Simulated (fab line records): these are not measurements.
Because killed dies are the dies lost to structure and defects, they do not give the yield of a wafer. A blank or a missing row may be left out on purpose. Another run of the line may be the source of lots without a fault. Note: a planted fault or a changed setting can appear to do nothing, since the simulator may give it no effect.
Struck lot and sound lot, side by side | flow nand harc | 24 out of 1159 route steps
Sound: these wafers, L547.4, L547.5, L547.6. Struck: wafers L557.1, L557.5, L557.6. The cause is given at the end.
Order at every step that has rows: each side's tool, ch and its chambers, its first start. Under that, the readings that differ: sound wafers | struck wafers | difference of the means | sigmas: that difference in standard deviations of wafers without a fault.
alike: readings whose means differ by less than 2 such deviations, and words and numbers that are the same on both sides. not compared: withheld readings, readings that some wafer has no value for, bounds like >300 that may hide the same value, and numbers for which the record gives no deviation and whose values overlap.
The two part at a step that has a row with sigmas, a row that says differs or no value, or rows on one side only. Non-overlapping numbers with no deviation appear without sigmas and do not part them. Lack of a reading on every wafer of one side parts them only where that side has two or more wafers.

first, 10 steps without rows for these wafers: NHARC_A_CHANNEL_HOLE_D1_DESCUM_15 (chemistry O2, time 3 s); NHARC_A_CHANNEL_HOLE_D1_ETCH_38 (etches the open film in CF4, target depth 39 nm, time 65 s); NHARC_A_CHANNEL_HOLE_D1_ETCH_39 (etches the open film in N2/H2, target depth 260 nm, time 325 s); NHARC_A_CHANNEL_HOLE_D1_ETCH_34 (etches the open film in CF4/CHF3, target depth 154 nm, time 77 s); NHARC_A_CHANNEL_HOLE_D1_ETCH_16 (etches the open film in O2/COS, target depth 3100 nm, time 806 s); NHARC_A_CHANNEL_HOLE_D1_ETCH_19 (etches the open film in C4F8/O2/Ar, time 34.5 s); NHARC_A_CHANNEL_HOLE_D1_ETCH_20 (etches the open film in C4F8/O2/Ar, time 361.9 s, target depth 1600 nm); NHARC_A_CHANNEL_HOLE_D1_ETCH_21 (etches the open film in C4F8/O2/Ar, time 514.3 s, target depth 1600 nm); NHARC_A_CHANNEL_HOLE_D1_ETCH_22 (etches the open film in C4F8/O2/Ar, time 666.7 s, target depth 1600 nm); NHARC_A_CHANNEL_HOLE_D1_ETCH_23 (etches the open film in C4F8/O2/Ar, time 819 s, target depth 1600 nm).
NHARC_A_CHANNEL_HOLE_D1_ETCH_24: etches the open film in C4F8/O2/Ar, time 906.2 s, target depth 1500 nm.
  sound on har etch-02 ch 0,1, day 11 15:54; struck on har etch-02 ch 0,1, day 14 04:35
  no value came back on the struck wafers for any of 7 readings (c4f8 flow sccm (sccm), chamber pressure mTorr (mTorr) and others); on the sound wafers c4f8 flow sccm (sccm) reads 93.8 94.1 94.7
  not compared: rf hours counter h
then, 6 steps without rows for these wafers: NHARC_A_CHANNEL_HOLE_D1_ETCH_25 (etches the open film in C4F8/O2/Ar, time 1040.2 s, target depth 1500 nm); NHARC_A_CHANNEL_HOLE_D1_ETCH_26 (etches the open film in C4F8/O2/Ar, time 224.1 s, target depth 300 nm); NHARC_A_CHANNEL_HOLE_D1_ETCH_33 (etches the open film in C4F8/O2/Ar, time 90 s, target depth 400 nm); NHARC_A_CHANNEL_HOLE_D1_STRIP_41 (strips in N2/H2); NHARC_A_CHANNEL_HOLE_D1_STRIP_42 (strips in CF4/CHF3); NHARC_A_CHANNEL_HOLE_D1_STRIP_43 (strips in O2/COS).
NHARC_A_CHANNEL_HOLE_D1_ETCH_44: etches the open film in CF4/O2, target depth 140 nm, overetch 14 nm, time 77 s.
  sound on rie diel-10 ch 1,2, day 11 18:08; struck on rie diel-10 ch 2,3, day 14 07:02
  reading                            | sound             | struck           | difference | sigmas
  model.A_CHANNEL_HOLE_D1.cd nm (nm) | 89.82 88.87 89.06 | 99.68 98.4 98.48 | +9.60      |
  alike: bias w, cf4 flow sccm, drypump motor current A, oes product au, rf fwd power W, rf vpp V, showerhead plenum p Torr, throttle valve pct
  not compared: rf hours counter h
then, 3 steps without rows for these wafers: NHARC_A_CHANNEL_HOLE_D1_STRIP_27 (strips in O2); NHARC_A_CHANNEL_HOLE_D1_PRECLEAN_28 (cleans in SC1); NHARC_A_CHANNEL_HOLE_D1_SRD_29.
NHARC_A_CHANNEL_HOLE_D1_CD_MEAS_30:
  sound: cd sem-01 at day 11 18:56; struck: cd sem-03 at day 14 07:50
  reading    | sound          | struck        | difference | sigmas
  cd nm (nm) | 90.0 88.6 89.4 | 1.0 -0.2 -0.2 | -89.1      | -99 or more
NHARC_A_CHANNEL_HOLE_D1_XSEM_31:
  sound on xsem-01 ch 0, day 11 19:02; struck on xsem-02 ch 0, day 14 07:55
  reading        | sound          | struck         | difference | sigmas
  bot cd nm (nm) | 75.6 74.2 74.7 | 1.5 0.7 0.9    | -73.8      | -75
  bow nm (nm)    | 8.75 8.77 8.76 | 0.23 0.23 0.22 | -8.53      | -33
  alike: tilt deg
-- jump in the record: it breaks off in module A_CHANNEL_HOLE_D1 and resumes in module END (first step shown: number 1159 of the route), and 10 days separate the struck wafers' starts before and after --
NHARC_END_SORT_01:
  the record has rows for the struck wafers here (prober-02 ch 0, day 24 19:37) and none for the sound ones

== WHERE THEY PART ==
Earliest at NHARC_A_CHANNEL_HOLE_D1_ETCH_24; latest, in this record, at NHARC_END_SORT_01.

WHY: what had been put in by the simulator
Beginning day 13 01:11, the whole step at NHARC_A_CHANNEL_HOLE_D1_ETCH_24 was skipped on har etch-02. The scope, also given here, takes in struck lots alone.
